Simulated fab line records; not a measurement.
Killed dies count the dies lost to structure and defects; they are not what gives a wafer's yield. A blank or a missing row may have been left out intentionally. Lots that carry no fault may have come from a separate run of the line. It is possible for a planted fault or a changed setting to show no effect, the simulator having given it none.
fab line records | flow nandHarc
record lots=12 | wafers=36 | lastDay=33
route steps=1302 shown P_M1@315 P_M2@340 END@1302
lots with no fault: from the same line, run without faults
startH: hours from the record's opening day to when the first of the lot's shown wafers began | waitH: time in hours since the lot's previous step | " repeats the value in the row above | L1.1+2: a single row standing in for several wafers | - value missing, or start not given | * or withheld: withheld | < > ~ a bound
route shown NAME@n: names a module that has steps shown in the file, with the first one's number in the route | usual: mean/standard deviation taken from wafers without a fault | same: alike in all rows | chamber/n: place in a boat | sites: each site's reading | _std_site: standard deviation across them | _edge_site: the outer-site mean with the inner-site mean subtracted | radiusMm: how far each site lies from the wafer's centre | mask NAME#n: copy n | behind: the most recent tool/chamber to have shaped the wafer | hold: cause of the lot's hold/its duration in hours/its outcome | device: whichever transistor did not switch (one of n, p or np) | end of line: at the end of the route, the tests of the same wafers | a step with no rows: only its recipe | killed: at the first sort, the dies lost to defects and structure; wafer yield is something else | map: dies across one wafer; x = killed, . = not, _ = none there
set.NAME: the setting the step ran with; set.NAME@STEP: the setting that earlier step ran with | model.NAME: the simulator's own value behind a step, which no gauge read
route steps across a sampled set of lots; one table per step, one row per wafer
services: from which hour (startH, from the record's first day; less than 0 if before it) a tool's chamber was out of use, for how many hours, and why
## steps
# step NHARC_P_M1_INSPECT_27
# usual rawDefectCount=296/140
lot.wafer | tool             | chamber | startH | waitH | rawDefectCount
L802.1    | defectInspect-01 | -       | 129.39 | 0.0   | 484
L802.3    | "                | -       | "      | "     | 250
L802.4    | "                | -       | "      | "     | 226
L803.1    | defectInspect-01 | -       | 146.92 | 0.0   | 151
L803.3    | "                | -       | "      | "     | 151
L803.5    | "                | -       | "      | "     | 181
L804.2    | defectInspect-01 | -       | 156.68 | 0.0   | 302
L804.4    | "                | -       | "      | "     | 148
L804.5    | "                | -       | "      | "     | 145
L806.4    | defectInspect-02 | -       | 165.81 | 0.0   | 495
L806.5    | "                | -       | "      | "     | 557
L806.6    | "                | -       | "      | "     | 345
L809.3    | defectInspect-01 | -       | 196.30 | 0.0   | 226
L809.4    | "                | -       | "      | "     | 217
L809.5    | "                | -       | "      | "     | 311
L810.4    | defectInspect-02 | -       | 207.06 | 0.0   | 408
L810.5    | "                | -       | "      | "     | 538
L810.6    | "                | -       | "      | "     | 308
L811.3    | defectInspect-01 | -       | 220.52 | 0.0   | 253
L811.5    | "                | -       | "      | "     | 150
L811.6    | "                | -       | "      | "     | 238
L813.1    | defectInspect-02 | -       | 237.75 | 0.0   | 910
L813.5    | "                | -       | "      | "     | 379
L813.6    | "                | -       | "      | "     | 443
L814.1    | defectInspect-01 | -       | 246.73 | 0.0   | 129
L814.4    | "                | -       | "      | "     | 152
L814.5    | "                | -       | "      | "     | 167
L823.2    | defectInspect-01 | -       | 349.32 | 0.0   | 227
L823.4    | "                | -       | "      | "     | 231
L823.6    | "                | -       | "      | "     | 193
L824.1    | defectInspect-02 | -       | 355.68 | 0.0   | 557
L824.3    | "                | -       | "      | "     | 375
L824.6    | "                | -       | "      | "     | 421
L825.1    | defectInspect-01 | -       | 368.12 | 0.0   | 249
L825.4    | "                | -       | "      | "     | 154
L825.5    | "                | -       | "      | "     | 169
# step NHARC_P_M2_PVD_20
# recipe targetThkA=50 | biasV=168.6 | powerW=15000 | chamberPressurePa=0.12 | timeS=8.06 | substrateTempC=50 | material=TaN
# usual throttleValvePct=29.9/1
lot.wafer | tool          | chamber | startH | waitH | throttleValvePct
L802.3    | pvdSputter-02 | -       | -      | -     | 29.5
L802.1    | "             | -       | "      | "     | 30.9
L802.4    | "             | -       | "      | "     | 28.7
L803.1    | pvdSputter-02 | -       | -      | -     | 30.8
L803.3    | "             | -       | "      | "     | 29.9
L803.5    | "             | -       | "      | "     | 31.6
L804.2    | pvdSputter-02 | -       | -      | -     | 31.1
L804.4    | "             | -       | "      | "     | 30.5
L804.5    | "             | -       | "      | "     | 31.3
L806.4    | pvdSputter-02 | -       | -      | -     | 28.6
L806.6    | "             | -       | "      | "     | 29.8
L806.5    | "             | -       | "      | "     | 30.8
L809.3    | pvdSputter-01 | -       | -      | -     | 29.0
L809.4    | "             | -       | "      | "     | 28.7
L809.5    | "             | -       | "      | "     | 29.0
L810.4    | pvdSputter-01 | -       | -      | -     | 28.8
L810.5    | "             | -       | "      | "     | 31.5
L810.6    | "             | -       | "      | "     | 29.3
L811.3    | pvdSputter-01 | -       | -      | -     | 29.5
L811.6    | "             | -       | "      | "     | 29.3
L811.5    | "             | -       | "      | "     | 29.0
L813.1    | pvdSputter-03 | -       | -      | -     | 29.9
L813.6    | "             | -       | "      | "     | 28.4
L813.5    | "             | -       | "      | "     | 30.1
L814.4    | pvdSputter-02 | -       | -      | -     | 30.6
L814.1    | "             | -       | "      | "     | 31.6
L814.5    | "             | -       | "      | "     | 31.3
L823.2    | pvdSputter-01 | -       | -      | -     | 29.2
L823.4    | "             | -       | "      | "     | 29.3
L823.6    | "             | -       | "      | "     | 29.2
L824.1    | pvdSputter-03 | -       | -      | -     | 29.4
L824.3    | "             | -       | "      | "     | 29.4
L824.6    | "             | -       | "      | "     | 30.1
L825.4    | pvdSputter-02 | -       | -      | -     | 30.9
L825.1    | "             | -       | "      | "     | 29.4
L825.5    | "             | -       | "      | "     | 30.7
# step NHARC_P_M2_ECD_22
# recipe targetThkA=4000 | bathTempC=25 | material=Cu
# usual bathHeatDutyPct=7.2/0.96 | bathTempC=24.99/0.11
lot.wafer | tool     | chamber | startH | waitH | bathHeatDutyPct | bathTempC
L802.1    | ecdCu-02 | 1       | 132.36 | -     | 8.2             | 25.09
L802.3    | "        | 1       | "      | "     | 7.6             | 24.98
L802.4    | "        | 0       | "      | "     | 7.2             | 25.12
L803.1    | ecdCu-01 | 0       | 149.92 | -     | 7.8             | 24.73
L803.3    | "        | 0       | "      | "     | 7.7             | 24.81
L803.5    | "        | 1       | "      | "     | 7.6             | 24.78
L804.2    | ecdCu-01 | 1       | 159.51 | -     | 6.9             | 24.90
L804.4    | "        | 1       | "      | "     | 6.8             | 25.04
L804.5    | "        | 1       | "      | "     | 6.2             | 24.82
L806.4    | ecdCu-01 | 1       | 168.88 | -     | 5.8             | 25.01
L806.6    | "        | 1       | "      | "     | 7.2             | 25.05
L806.5    | "        | 0       | "      | "     | 7.6             | 24.97
L809.4    | ecdCu-02 | 1       | 199.35 | -     | 8.9             | 24.87
L809.3    | "        | 0       | "      | "     | 5.9             | 24.73
L809.5    | "        | 0       | "      | "     | 5.9             | 24.93
L810.4    | ecdCu-01 | 1       | 210.17 | -     | 6.5             | 25.07
L810.6    | "        | 0       | "      | "     | 8.0             | 24.84
L810.5    | "        | 1       | "      | "     | 6.5             | 25.08
L811.3    | ecdCu-02 | 1       | 223.63 | -     | 8.6             | 24.94
L811.5    | "        | 0       | "      | "     | 5.8             | 25.06
L811.6    | "        | 1       | "      | "     | 7.8             | 25.10
L813.1    | ecdCu-02 | 0       | 240.77 | -     | -               | -
L813.6    | "        | 1       | "      | "     | -               | -
L813.5    | "        | 0       | "      | "     | -               | -
L814.1    | ecdCu-01 | 0       | 249.73 | -     | -               | -
L814.4    | "        | 0       | "      | "     | -               | -
L814.5    | "        | 0       | "      | "     | -               | -
L823.2    | ecdCu-02 | 1       | 352.32 | -     | 8.4             | 25.18
L823.4    | "        | 1       | "      | "     | 7.5             | 25.19
L823.6    | "        | 0       | "      | "     | 5.7             | 25.07
L824.1    | ecdCu-01 | 0       | 358.75 | -     | 7.5             | 24.91
L824.3    | "        | 0       | "      | "     | 7.2             | 25.04
L824.6    | "        | 0       | "      | "     | 7.4             | 24.94
L825.1    | ecdCu-02 | 1       | 371.13 | -     | 8.9             | 25.08
L825.4    | "        | 0       | "      | "     | 5.6             | 25.10
L825.5    | "        | 0       | "      | "     | 6.6             | 24.88
# step NHARC_P_M2_ANNEAL_31
# recipe tempC=225 | timeS=90
# usual wafer_temp_C_max=226.1/0.52
lot.wafer | tool         | chamber | startH | waitH | wafer_temp_C_max
L802.1    | rtpAnneal-02 | 0       | 132.73 | -     | 227.0
L802.3    | "            | 0       | "      | "     | 226.6
L802.4    | "            | 0       | "      | "     | 227.0
L803.1    | rtpAnneal-02 | 0       | 150.25 | 0.3   | 226.4
L803.3    | "            | 0       | "      | "     | 226.6
L803.5    | "            | 0       | "      | "     | 226.1
L804.2    | rtpAnneal-02 | 0       | 159.94 | 0.4   | 226.2
L804.4    | "            | 0       | "      | "     | 226.3
L804.5    | "            | 0       | "      | "     | 226.5
L806.4    | rtpAnneal-02 | 0       | 169.31 | -     | 226.4
L806.5    | "            | 0       | "      | "     | 226.3
L806.6    | "            | 0       | "      | "     | 226.1
L809.3    | rtpAnneal-02 | 0       | 199.76 | -     | 226.2
L809.4    | "            | 0       | "      | "     | 226.2
L809.5    | "            | 0       | "      | "     | 226.4
L810.4    | rtpAnneal-02 | 0       | 210.55 | -     | 226.5
L810.5    | "            | 0       | "      | "     | 226.0
L810.6    | "            | 0       | "      | "     | 226.5
L811.3    | rtpAnneal-02 | 0       | 223.96 | -     | 226.6
L811.5    | "            | 0       | "      | "     | 226.4
L811.6    | "            | 0       | "      | "     | 226.3
L813.1    | rtpAnneal-01 | 0       | 241.13 | 0.3   | 225.6
L813.5    | "            | 0       | "      | "     | 225.5
L813.6    | "            | 0       | "      | "     | 225.5
L814.1    | rtpAnneal-01 | 0       | 250.06 | 0.3   | 225.5
L814.4    | "            | 0       | "      | "     | 225.5
L814.5    | "            | 0       | "      | "     | 225.6
L823.2    | rtpAnneal-02 | 0       | 352.74 | -     | 226.3
L823.4    | "            | 0       | "      | "     | 226.6
L823.6    | "            | 0       | "      | "     | 226.7
L824.1    | rtpAnneal-02 | 0       | 359.08 | 0.3   | 226.1
L824.3    | "            | 0       | "      | "     | 226.6
L824.6    | "            | 0       | "      | "     | 226.6
L825.1    | rtpAnneal-02 | 0       | 371.46 | 0.3   | 226.2
L825.4    | "            | 0       | "      | "     | 226.0
L825.5    | "            | 0       | "      | "     | 226.3
# step NHARC_P_M2_CMP_23
# recipe tOverpolishS=20 | targetThkNm=144.3
# usual motorCurrentA=11.6/1.3 | timeToEndpointS=29.5/2.1
lot.wafer | tool   | chamber | startH | waitH | motorCurrentA | timeToEndpointS
L802.1    | cmp-02 | 1       | 133.08 | -     | 10.8          | 27.2
L802.4    | "      | 3       | "      | "     | 12.8          | 28.6
L802.3    | "      | 0       | "      | "     | 11.0          | 26.4
L803.3    | cmp-03 | 2       | 150.62 | -     | 12.4          | 28.5
L803.1    | "      | 3       | "      | "     | 12.6          | 31.5
L803.5    | "      | 1       | "      | "     | 12.2          | 36.3
L804.4    | cmp-03 | 0       | 160.24 | -     | 13.3          | 32.1
L804.2    | "      | 2       | "      | "     | 11.8          | 34.4
L804.5    | "      | 1       | "      | "     | 12.4          | 37.5
L806.4    | cmp-01 | 3       | 169.52 | -     | 10.3          | 28.2
L806.6    | "      | 2       | "      | "     | 10.9          | 26.5
L806.5    | "      | 3       | "      | "     | 10.2          | 27.4
L809.3    | cmp-02 | 1       | 200.03 | -     | 10.3          | 29.3
L809.4    | "      | 2       | "      | "     | 13.1          | 27.3
L809.5    | "      | 1       | "      | "     | 10.5          | 30.5
L810.4    | cmp-02 | 0       | 210.77 | -     | 11.0          | 27.9
L810.5    | "      | 3       | "      | "     | 13.5          | 30.2
L810.6    | "      | 0       | "      | "     | 10.3          | 30.0
L811.3    | cmp-02 | 3       | 224.29 | -     | 13.8          | 31.3
L811.5    | "      | 0       | "      | "     | 10.2          | 27.5
L811.6    | "      | 1       | "      | "     | 10.6          | 27.5
L813.1    | cmp-03 | 3       | 241.50 | -     | 12.2          | 5.5
L813.6    | "      | 2       | "      | "     | 11.7          | 0.0
L813.5    | "      | 3       | "      | "     | 11.7          | 2.4
L814.4    | cmp-01 | 3       | 250.45 | -     | 10.5          | 1.6
L814.1    | "      | 0       | "      | "     | 11.5          | 2.4
L814.5    | "      | 1       | "      | "     | 9.7           | 5.9
L823.4    | cmp-03 | 1       | 353.06 | -     | 12.2          | 30.5
L823.2    | "      | 2       | "      | "     | 11.8          | 24.6
L823.6    | "      | 1       | "      | "     | 12.3          | 32.2
L824.1    | cmp-02 | 1       | 359.46 | -     | 10.1          | 27.6
L824.3    | "      | 3       | "      | "     | 13.5          | 28.8
L824.6    | "      | 1       | "      | "     | 10.3          | 29.6
L825.1    | cmp-02 | 2       | 371.81 | -     | 13.6          | 29.5
L825.4    | "      | 0       | "      | "     | 10.7          | 29.3
L825.5    | "      | 2       | "      | "     | 13.4          | 27.3
# step NHARC_P_M2_THK_MEAS_24
# recipe thkMeasGauge=xrf
# usual thkNm=144.9/1.6
lot.wafer | tool         | chamber | startH | waitH | thkNm
L802.1    | filmMetro-01 | -       | 133.39 | -     | 143.9
L802.3    | "            | -       | "      | "     | 142.6
L802.4    | "            | -       | "      | "     | 145.1
L803.1    | filmMetro-02 | -       | 150.91 | -     | 148.7
L803.3    | "            | -       | "      | "     | 146.8
L803.5    | "            | -       | "      | "     | 147.9
L804.2    | filmMetro-02 | -       | 160.56 | -     | 144.2
L804.4    | "            | -       | "      | "     | 142.9
L804.5    | "            | -       | "      | "     | 147.6
L806.4    | filmMetro-01 | -       | 169.81 | -     | 144.3
L806.5    | "            | -       | "      | "     | 143.4
L806.6    | "            | -       | "      | "     | 145.6
L809.3    | filmMetro-01 | -       | 200.32 | -     | 147.2
L809.4    | "            | -       | "      | "     | 144.1
L809.5    | "            | -       | "      | "     | 145.1
L810.4    | filmMetro-02 | -       | 211.06 | -     | 143.9
L810.5    | "            | -       | "      | "     | 144.3
L810.6    | "            | -       | "      | "     | 145.4
L811.3    | filmMetro-01 | -       | 224.52 | -     | 145.7
L811.5    | "            | -       | "      | "     | 146.7
L811.6    | "            | -       | "      | "     | 145.9
L813.1    | filmMetro-02 | -       | 241.78 | -     | 30.4
L813.5    | "            | -       | "      | "     | 32.1
L813.6    | "            | -       | "      | "     | 28.0
L814.1    | filmMetro-02 | -       | 250.71 | -     | 30.0
L814.4    | "            | -       | "      | "     | 30.0
L814.5    | "            | -       | "      | "     | 30.0
L823.2    | filmMetro-02 | -       | 353.35 | -     | 143.8
L823.4    | "            | -       | "      | "     | 144.5
L823.6    | "            | -       | "      | "     | 144.9
L824.1    | filmMetro-02 | -       | 359.75 | -     | 141.2
L824.3    | "            | -       | "      | "     | 143.3
L824.6    | "            | -       | "      | "     | 140.7
L825.1    | filmMetro-02 | -       | 372.12 | -     | 143.6
L825.4    | "            | -       | "      | "     | 142.9
L825.5    | "            | -       | "      | "     | 143.4
# step NHARC_END_SORT_01
# recipe tempC=25
# usual defectLimitedYield=91.4/2.5 | killedAtArray=54/17 | killedAtOther=1.0/1.4 | killedAtPeriphery=3.6/2.1 | killedDies=58/17 | killedOpen=3.2/2 | killedShort=2.5/1.5
# same grossDies=677
lot.wafer | tool      | chamber | startH | waitH | defectLimitedYield[%] | killedAtArray | killedAtOther | killedAtPeriphery | killedDies | killedOpen | killedShort
L809.3    | prober-02 | 0       | 626.53 | 3.1   | 92.2                  | 48            | 3             | 2                 | 53         | 3          | 1
L809.4    | prober-02 | 0       | 627.31 | 3.4   | 92.0                  | 50            | 0             | 4                 | 54         | 5          | 5
L809.5    | prober-02 | 0       | 628.10 | 3.6   | 94.2                  | 36            | 0             | 3                 | 39         | 3          | 6
L810.4    | prober-01 | 0       | 640.65 | 3.4   | 91.9                  | 52            | 0             | 3                 | 55         | 3          | 4
L810.5    | prober-01 | 0       | 641.45 | 3.7   | 91.6                  | 54            | 0             | 3                 | 57         | 4          | 4
L810.6    | prober-01 | 0       | 642.25 | 4.0   | 93.6                  | 40            | 0             | 3                 | 43         | 3          | 2
L813.1    | prober-02 | 0       | 658.86 | 2.5   | 0                     | 59            | 2             | 616               | 677        | 3          | 1
L813.5    | prober-02 | 0       | 662.06 | 3.7   | 0                     | 42            | 0             | 635               | 677        | 1          | 4
L813.6    | prober-02 | 0       | 662.86 | 4.0   | 0                     | 57            | 0             | 620               | 677        | 0          | 3
L814.1    | prober-01 | 0       | 686.91 | 2.5   | 0                     | 27            | 0             | 650               | 677        | 5          | 3
L814.4    | prober-01 | 0       | 689.36 | 3.4   | 0                     | 23            | 1             | 653               | 677        | 3          | 4
L814.5    | prober-01 | 0       | 690.17 | 3.8   | 0                     | 24            | 1             | 652               | 677        | 8          | 3
# killed by level:class
L809.3 A_CHANNEL_HOLE_D1:chamberFilmFlake=27 A_CHANNEL_HOLE_D2:chamberFilmFlake=9 THIN_TSV:chamberFilmFlake=3 A_CHANNEL_FILL_D1:chamberFilmFlake=2 A_DECK1_JOINT:chamberFilmFlake=2 A_WL_FILL:chamberFilmFlake=2 A_CONTACT:chamberFilmFlake=2 P_GATE:geometricParticle:open=1
L809.4 A_CHANNEL_HOLE_D1:chamberFilmFlake=16 A_CHANNEL_HOLE_D2:chamberFilmFlake=13 A_CONTACT:chamberFilmFlake=6 A_DECK1_JOINT:geometricParticle:open=2 A_CHANNEL_FILL_D2:geometricParticle:open=2 P_STI:chamberFilmFlake=2 A_DECK1_JOINT:chamberFilmFlake=2 A_WL_FILL:chamberFilmFlake=2
L809.5 A_CHANNEL_HOLE_D1:chamberFilmFlake=11 A_CHANNEL_HOLE_D2:chamberFilmFlake=11 A_STAIRCASE:chamberFilmFlake=4 A_ONON_D1:geometricParticle:short=2 A_ONON_D2:geometricParticle:short=2 A_ONON_D2:geometricParticle:open=2 P_GATE:geometricParticle:short=1 P_M0:geometricParticle:open=1
L810.4 A_SLIT:chamberFilmFlake=28 A_CHANNEL_HOLE_D2:chamberFilmFlake=11 A_CHANNEL_HOLE_D1:chamberFilmFlake=3 A_CONTACT:chamberFilmFlake=3 A_ONON_D2:geometricParticle:short=2 A_STAIRCASE:chamberFilmFlake=2 P_CONTACT:geometricParticle:open=1 P_M0:geometricParticle:short=1
L810.5 A_SLIT:chamberFilmFlake=31 A_CHANNEL_HOLE_D2:chamberFilmFlake=8 A_CHANNEL_HOLE_D1:chamberFilmFlake=7 A_DECK1_JOINT:geometricParticle:open=2 A_WL_FILL:geometricParticle:short=2 A_ZERO_WELL:chamberFilmFlake=2 P_GATE:geometricParticle:open=1 P_CONTACT:geometricParticle:open=1
L810.6 A_SLIT:chamberFilmFlake=29 A_CHANNEL_HOLE_D2:chamberFilmFlake=4 A_CONTACT:chamberFilmFlake=3 A_M0:geometricParticle:open=2 P_M0:geometricParticle:open=1 P_M1:geometricParticle:short=1 A_ONON_D1:geometricParticle:short=1 P_M2:chamberFilmFlake=1
L813.1 P_M2:areaEcd=612 A_CHANNEL_HOLE_D1:chamberFilmFlake=32 A_CHANNEL_HOLE_D2:chamberFilmFlake=21 P_GATE:chamberFilmFlake=3 A_DECK1_JOINT:chamberFilmFlake=2 P_CONTACT:geometricParticle:open=1 A_CONTACT:geometricParticle:open=1 A_BONDPAD:geometricParticle:short=1
L813.5 P_M2:areaEcd=630 A_CHANNEL_HOLE_D1:chamberFilmFlake=15 A_CHANNEL_HOLE_D2:chamberFilmFlake=13 A_SLIT:chamberFilmFlake=5 A_CONTACT:chamberFilmFlake=4 P_GATE:chamberFilmFlake=2 P_STI:geometricParticle:short=1 A_CHANNEL_FILL_D1:geometricParticle:short=1
L813.6 P_M2:areaEcd=616 A_CHANNEL_HOLE_D1:chamberFilmFlake=29 A_CHANNEL_HOLE_D2:chamberFilmFlake=17 A_SLIT:chamberFilmFlake=5 P_ZERO_WELL:chamberFilmFlake=3 A_CHANNEL_FILL_D1:geometricParticle:short=2 A_ONON_D2:geometricParticle:short=1 P_GATE:chamberFilmFlake=1
L814.1 P_M2:areaEcd=643 A_SLIT:chamberFilmFlake=8 A_CHANNEL_HOLE_D1:chamberFilmFlake=5 P_BONDPAD:chamberFilmFlake=4 A_CONTACT:chamberFilmFlake=3 A_CHANNEL_HOLE_D2:geometricParticle:open=2 P_GATE:geometricParticle:short=1 A_CHANNEL_HOLE_D1:geometricParticle:open=1
L814.4 P_M2:areaEcd=645 A_CHANNEL_HOLE_D1:chamberFilmFlake=7 P_BONDPAD:chamberFilmFlake=6 A_BLC:chamberFilmFlake=5 A_WL_FILL:geometricParticle:short=2 A_CHANNEL_HOLE_D1:geometricParticle:short=1 A_CHANNEL_FILL_D1:geometricParticle:open=1 A_BLC:geometricParticle:short=1
L814.5 P_M2:areaEcd=647 A_CHANNEL_HOLE_D1:chamberFilmFlake=7 A_M0:geometricParticle:open=5 P_BONDPAD:chamberFilmFlake=3 A_SLIT:chamberFilmFlake=3 A_DECK1_JOINT:chamberFilmFlake=2 P_CONTACT:geometricParticle:open=1 A_CHANNEL_FILL_D1:geometricParticle:open=1
## services
tool          | chamber | startH | hours | kind
cmp-03        | -       | 108.72 | 0.9   | repair
cmp-03        | -       | 130.15 | 1.5   | repair
ecdCu-01      | -       | 132.24 | 0.8   | repair
pvdSputter-02 | -       | 132.29 | 10.0  | pm
cmp-02        | -       | 134.50 | 4.0   | pm
ecdCu-01      | -       | 160.00 | 8.0   | pm
cmp-03        | -       | 162.00 | 4.0   | pm
ecdCu-01      | -       | 199.00 | 1.2   | repair
ecdCu-01      | -       | 214.20 | 2.2   | repair
cmp-02        | -       | 218.93 | 0.6   | repair
pvdSputter-01 | -       | 226.87 | 10.0  | pm
cmp-02        | -       | 232.50 | 4.0   | pm
pvdSputter-01 | -       | 239.13 | 5.3   | repair
cmp-02        | -       | 239.86 | 0.4   | repair
ecdCu-02      | -       | 244.49 | 8.0   | pm
cmp-02        | -       | 257.02 | 1.5   | repair
ecdCu-01      | -       | 272.36 | 5.0   | repair
pvdSputter-02 | -       | 310.29 | 10.0  | pm
pvdSputter-02 | -       | 323.59 | 2.7   | repair
cmp-02        | -       | 330.50 | 4.0   | pm
ecdCu-01      | -       | 336.00 | 8.0   | pm
pvdSputter-02 | -       | 343.67 | 7.9   | repair
ecdCu-01      | -       | 345.74 | 7.2   | repair
pvdSputter-02 | -       | 359.87 | 1.9   | repair
## key
firstSign step=NHARC_P_M2_ECD_22 | reading=toolRecord | direction=missing
effect step=NHARC_P_M2_CMP_23 | reading=timeToEndpointS | direction=down | sigmas=13 | usual=* | struck=*
effect step=NHARC_P_M2_THK_MEAS_24 | reading=thkNm | direction=down | sigmas=73 | usual=144.9 | struck=30.1
effect step=NHARC_END_SORT_01 | reading=killedAtPeriphery | direction=up | sigmas=99+ | usual=3.6 | struck=637.7
moreKillsBornAt NHARC_P_M2_ECD_22@ecdCu-01=1935 | NHARC_P_M2_ECD_22@ecdCu-02=1858
metAt NHARC_P_M2_ECD_22
struckLots L813,L814
laterRowsLeftOut L813.1,L813.5,L813.6,L814.1,L814.4,L814.5
notActingAt NHARC_P_M1_INSPECT_27,NHARC_P_M2_PVD_20,NHARC_P_M2_ANNEAL_31
onsetBetween 223.63 240.77
fault kind=skippedStepWhole | tool=ecdCu-01,ecdCu-02 | chamber=- | onsetH=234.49 | steps=NHARC_P_M2_ECD_22 | scope=struckLotsOnly
# laterRowsLeftOut: the simulator's readings of these wafers behind a module that went badly wrong aren't trusted and aren't shown, but for the sort
